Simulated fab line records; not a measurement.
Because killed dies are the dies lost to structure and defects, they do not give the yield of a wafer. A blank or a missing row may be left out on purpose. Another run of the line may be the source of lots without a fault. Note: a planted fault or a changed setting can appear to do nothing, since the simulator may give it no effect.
Matching of chambers ; flow n5_finfet ; N5_BEOL_M8_ETCH_62 on rie_diel-03 has 4 sister chambers
The step etches SOC in N2/H2, target depth 110 nm, overetch 22 nm, time 165 s. 20 wafers are shown with their chamber, then 10 later ones without.

WAFERS, EACH WITH ITS CHAMBER
wafer;chamber;showerhead_plenum_p_Torr (Torr);drypump_motor_current_A (A);throttle_valve_pct (%)
L074.3;0;2.54;5.6;17.95
L074.4;1;2.58;5.3;17.55
L074.5;2;2.54;5.5;17.56
L076.1;2;2.54;5.4;17.56
L076.4;0;2.53;5.6;17.93
L076.6;2;2.54;5.4;17.55
L078.1;3;2.69;5.7;17.61
L078.2;1;2.57;5.3;17.59
L078.5;2;2.54;5.4;17.56
L082.2;0;2.53;5.6;17.97
L082.3;3;2.69;5.7;17.60
L082.6;0;2.53;5.6;17.98
L083.2;3;2.69;5.7;17.57
L083.5;0;2.53;5.6;17.96
L083.6;3;2.69;5.7;17.60
L085.1;0;2.53;5.6;17.97
L085.4;3;2.69;5.7;17.62
L085.6;3;2.69;5.7;17.61
L086.1;3;2.69;5.7;17.61
L086.3;2;2.53;5.4;17.60

SIGNATURES (means of the wafers above)
reading;chamber 0;chamber 1;chamber 2;chamber 3;scatter within a chamber
showerhead_plenum_p_Torr;2.5317;2.5750;2.5380;2.6900;0.00365
drypump_motor_current_A;5.600;5.300;5.420;5.700;0.0224
throttle_valve_pct;17.9600;17.5700;17.5660;17.6029;0.0185
Rule: for each reading, subtract the chamber's mean from the wafer's reading, divide by that reading's scatter and square the result; add these up over the readings and take the root, which gives the wafer's distance from the chamber. If the next closest chamber is less than 2 further off than the closest, the wafer can't be placed; otherwise it belongs to the closest. The scatter: take each reading less its chamber's mean, square it, sum over the shown wafers, divide by the number of wafers less the number of chambers, and take the root.

WAFERS WITH NO CHAMBER GIVEN
wafer;showerhead_plenum_p_Torr (Torr);drypump_motor_current_A (A);throttle_valve_pct (%)
L086.5;2.52;5.6;17.98
L093.1;2.56;5.3;17.62
L093.3;2.52;5.6;18.00
L093.6;2.56;5.3;17.62
L096.1;2.56;5.3;17.63
L096.3;2.52;5.6;18.01
L096.5;2.56;5.3;17.62
L097.1;2.52;5.4;17.64
L097.3;2.68;5.7;17.67
L097.5;2.56;5.3;17.64

THE CHAMBER EACH PASSED THROUGH
wafer;from the rows above;in truth
L086.5;0;0
L093.1;1;1
L093.3;0;0
L093.6;1;1
L096.1;1;1
L096.3;0;0
L096.5;1;1
L097.1;2;2
L097.3;3;3
L097.5;1;1
Correct placement for 10 of the 10. Can't be placed from these rows: 0. Number placed wrongly: 0.
